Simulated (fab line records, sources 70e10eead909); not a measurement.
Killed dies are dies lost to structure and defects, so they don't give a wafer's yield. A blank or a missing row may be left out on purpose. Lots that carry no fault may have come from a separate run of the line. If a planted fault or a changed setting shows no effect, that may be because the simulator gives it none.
Which tool is to blame? / flow nand harc / 12 lots, 36 wafers sampled, at 1 step of a route of 1302

WHAT THE GAUGES SHOWED, per wafer
NHARC_A_CONTACT_OVL_MEAS_43.
lot=L074; measured=day 21 20:51; on=overlay-02; overlay x nm (nm)=-0.8 0.2 -0.6
lot=L076; measured=day 22 08:16; on=overlay-02; overlay x nm (nm)=0.1 -0.1 0.6
lot=L081; measured=day 23 21:19; on=overlay-02; overlay x nm (nm)=-0.1 -0.1 0.1
lot=L079; measured=day 24 07:20; on=overlay-01; overlay x nm (nm)=-0.9 -0.8 -0.6
lot=L082; measured=day 25 05:06; on=overlay-01; overlay x nm (nm)=1.4 0.9 0.9
lot=L085; measured=day 25 14:53; on=overlay-02; overlay x nm (nm)=-1.0 -0.4 -0.1
lot=L088; measured=day 27 08:55; on=overlay-01; overlay x nm (nm)=0.8 0.5 0.6
lot=L089; measured=day 27 13:18; on=overlay-01; overlay x nm (nm)=-2.1 -1.2 -0.8
lot=L091; measured=day 28 13:39; on=overlay-01; overlay x nm (nm)=0.9 1.0 0.9
lot=L092; measured=day 29 09:29; on=overlay-02; overlay x nm (nm)=-0.2 0.1 0.2
lot=L096; measured=day 30 14:25; on=overlay-01; overlay x nm (nm)=-1.2 -1.1 -1.0
lot=L097; measured=day 31 04:22; on=overlay-01; overlay x nm (nm)=-0.5 -0.3 0.0

EACH LOT AND THE TOOL THAT RAN IT (in order: tool; ch and the chambers of the sampled wafers; start)
No process step before these readings appears in the record.

THE ANSWER, worked out from the rows above alone
Rule: what is usual is taken from the lots themselves. Put in order of their means at a reading, lots are off if they are a third of the lots or fewer, leave a main group of 4 or more, and stand apart from it by a gap of 3 or more times the standard deviation of the main group's means; of several such gaps the widest counts. A main group is skipped when, at the precision printed for the reading in the tables above, its means are all equal. Also off: a lot with no number at a reading for which 4 or more lots have one. Where the step has rows for the other lots, those lots are counted as sound.
No lot is off on any of the readings shown, so nothing can be concluded from this.

WHAT HAD BEEN PUT IN BY THE SIMULATOR
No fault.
